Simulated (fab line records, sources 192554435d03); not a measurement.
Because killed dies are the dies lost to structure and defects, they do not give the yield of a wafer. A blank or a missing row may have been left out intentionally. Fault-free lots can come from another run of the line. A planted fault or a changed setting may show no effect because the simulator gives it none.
8D (eight disciplines) problem report, filled in by code | flow n5 finfet | the parts of the form that need people (team, actions taken, sign-off) are left out

## 1. THE ISSUE
Mean M15_ILD_THK at N5_BEOL_M15_THK_MEAS_01: 2763 nm over 4 wafers in 2 lots; fault-free wafers: 1620 nm, standard deviation 26. Measured from the usual mean, that is +44 standard deviations.
The first sign was on wafer L251.5 at day 14 01:20, on film metro-02. The record has a number at this step for 30 wafers belonging to 10 lots. By rule, "out" or "out of limits" means more than 4 standard deviations away from the usual mean. The rest of the wafers with a number are treated as sound.

## 2. WHAT IT IS, WHAT IT ISN'T
question                    | is                             | is not
which readings at this step | M15_ILD_THK                    | -
which lots                  | L251, L253                     | L243, L245, L255, L259, L261, L262, L263, L265
which wafers of those lots  | L251.5, L251.6, L253.5, L253.6 | L251.2, L253.2
read on which gauges        | film metro-02                  | film metro-01
when                        | from day 14 01:20              | up to then (7 sound wafers); but 19 sound wafers of L253, L255, L259, L261, L262, L263, L265 came after

## 3. SUSPECTS, AND WHAT RULES EACH OUT
Counting: if a tool at a process step up to the reading ran every lot that is out, it stays a suspect. Sound lots after the first of them don't rule it out here, since some wafers of a struck lot are sound.
- the gauge at N5_BEOL_M15_THK_MEAS_01 has been ruled out. All the wafers that are out were read on film metro-02, but those of them that N5_BEOL_M15_ILD_DEP_00 has rows for are out there too, on other tools.
- pecvd-03 at N5_BEOL_M15_ILD_DEP_00 (deposits SiO2 from TEOS/O2, target thk 1629.3 nm, time 346.1 s): kept. It processed each lot that is out (first: L251, day 14 01:05); up to then, its last sound lot is L245 (day 11 22:52). Its own run length s readings are out on those wafers.
Left after counting: pecvd-03 at N5_BEOL_M15_ILD_DEP_00.

## 4. THE CAUSE (what the simulator had put in)
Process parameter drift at N5_BEOL_M15_ILD_DEP_00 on pecvd-03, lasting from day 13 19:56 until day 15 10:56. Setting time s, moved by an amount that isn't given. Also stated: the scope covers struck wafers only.
This tool alone remained once counting was done.

## 5. THE EFFECT CHAIN, in route order
Rows list readings where the struck wafers' mean (over those with a number) sits beyond 3 standard deviations from the usual. Scope: only readings with a usual standard deviation given in the record; hours: median across lots of the time from each lot's start at the first step in this table that gives one to its start at this step; sigmas: change in usual standard deviations.
hours | step                    | reading      | usual    | on struck wafers | change | sigmas
0     | N5_BEOL_M15_ILD_DEP_00  | run length s | 388.8 s  | 627.1            | +238.3 | +99 or more
0     | N5_BEOL_M15_THK_MEAS_01 | M15_ILD_THK  | 1620 nm  | 2763             | +1143  | +44
1     | N5_BEOL_M15_CD_MEAS_17  | cd nm        | 360.5 nm | 372.3            | +11.8  | +5.9
Here are the process steps it includes:
- N5_BEOL_M15_ILD_DEP_00: deposits SiO2 from TEOS/O2, target thk 1629.3 nm, time 346.1 s.

## 6. HOW IT WOULD HAVE BEEN CAUGHT EARLIER
The first out-of-limits reading at a measuring or inspecting step in this record came at day 14 01:20, 5 hours after the fault's start at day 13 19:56.
At N5_BEOL_M15_ILD_DEP_00, the tool's own readings (run length s) were out on each struck wafer the step has a row for, so an alarm limit on them would have fired on the first such wafer.
L253, from the lots that are out (2), started N5_BEOL_M15_ILD_DEP_00 on pecvd-03 later than day 14 01:20. A tool hold placed at that time would have kept it from harm.
